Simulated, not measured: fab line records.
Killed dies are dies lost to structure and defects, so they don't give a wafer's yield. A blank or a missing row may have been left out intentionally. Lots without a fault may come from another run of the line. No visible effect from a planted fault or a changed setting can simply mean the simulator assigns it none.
Matching of chambers ; flow nandHarc ; NHARC_A_STAIRCASE_DESCUM_168 on rieDiel-02: 4 sister chambers
The step chemistry O2, time 3 s. 8 wafers are shown with their chamber, then 7 later ones without.

EACH WAFER AND ITS CHAMBER
wafer;chamber;drypumpMotorCurrentA (A);showerheadPlenumPTorr (Torr)
L078.3;0;5.8;1.79
L079.2;3;5.3;1.93
L079.3;2;5.8;1.98
L080.1;2;5.8;1.98
L080.3;3;5.2;1.93
L080.5;1;5.6;2.08
L086.1;0;5.8;1.78
L086.3;1;5.6;2.07

WAFERS WHOSE CHAMBER IS MISSING
wafer;drypumpMotorCurrentA (A);showerheadPlenumPTorr (Torr)
L086.4;5.9;1.98
L091.1;5.2;1.91
L091.2;5.6;2.06
L091.3;5.9;1.97
L093.2;5.8;1.77
L093.3;5.9;1.97
L093.6;5.6;2.06

THE CHAMBER EACH PASSED THROUGH
wafer;from the rows above;in truth
L086.4;2;2
L091.1;3;3
L091.2;1;1
L091.3;2;2
L093.2;0;0
L093.3;2;2
L093.6;1;1
Placed correctly: 7 of 7. Left unplaced by these rows: 0. Placed wrongly: 0.
How it was worked out, from the rows above alone: a wafer's distance from a chamber is the root of the sum, over the readings, of the square of ((its reading less the chamber's mean) divided by the reading's scatter). If the next closest chamber is less than 2 further off than the closest, the wafer can't be placed; otherwise it belongs to the closest. A chamber's mean is the mean of its shown wafers. The scatter: take each reading less its chamber's mean, square it, sum over the shown wafers, divide by the number of wafers less the number of chambers, and take the root.
